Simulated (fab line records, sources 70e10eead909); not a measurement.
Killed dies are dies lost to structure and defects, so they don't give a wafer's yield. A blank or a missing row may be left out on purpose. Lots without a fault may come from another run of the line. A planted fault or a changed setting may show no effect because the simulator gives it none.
Chamber matching | flow nand_harc | NHARC_A_WL_FILL_ETCHBACK_26 on rie_si-05: 4 sister chambers
The step etches the open film in HBr, target depth 52 nm, time 13.3 s. 4 wafers are shown with their chamber, then 7 later ones without.

WAFERS WITH THEIR CHAMBER
wafer  | chamber | bias_w (W)
L535.1 | 1       | 60.11
L535.3 | 2       | 59.82
L537.2 | 0       | 59.67
L537.3 | 3       | 60.01

WAFERS WITHOUT THEIR CHAMBER
wafer  | bias_w (W)
L537.6 | 59.88
L539.1 | 59.89
L539.2 | 60.02
L539.5 | 59.97
L547.1 | 59.85
L547.3 | 60.38
L547.6 | 60.20

WHICH CHAMBER EACH WENT THROUGH
wafer  | from the rows above               | in truth
L537.6 | can't be placed: 2 or 3 or 0 or 1 | 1
L539.1 | can't be placed: 2 or 3 or 0 or 1 | 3
L539.2 | can't be placed: 3 or 1 or 2      | 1
L539.5 | can't be placed: 3 or 1 or 2      | 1
L547.1 | can't be placed: 2 or 3 or 0      | 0
L547.3 | can't be placed: 1 or 3           | 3
L547.6 | can't be placed: 1 or 3           | 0
Placed correctly: 0 of 7. Can't be placed from these rows: 7 (the true chamber is among the candidates in 6). Placed wrongly: 0.
How it was worked out, from the rows above alone: a wafer's distance from a chamber is the root of the sum, over the readings, of the square of ((its reading less the chamber's mean) divided by the reading's scatter). The wafer belongs to the nearest chamber; if the next one is less than 2 further off, it can't be placed. A chamber's mean is the mean of its shown wafers. The scatter: with one shown wafer a chamber, the root of the mean of the squares of how far each hidden wafer lies from its nearest shown one.
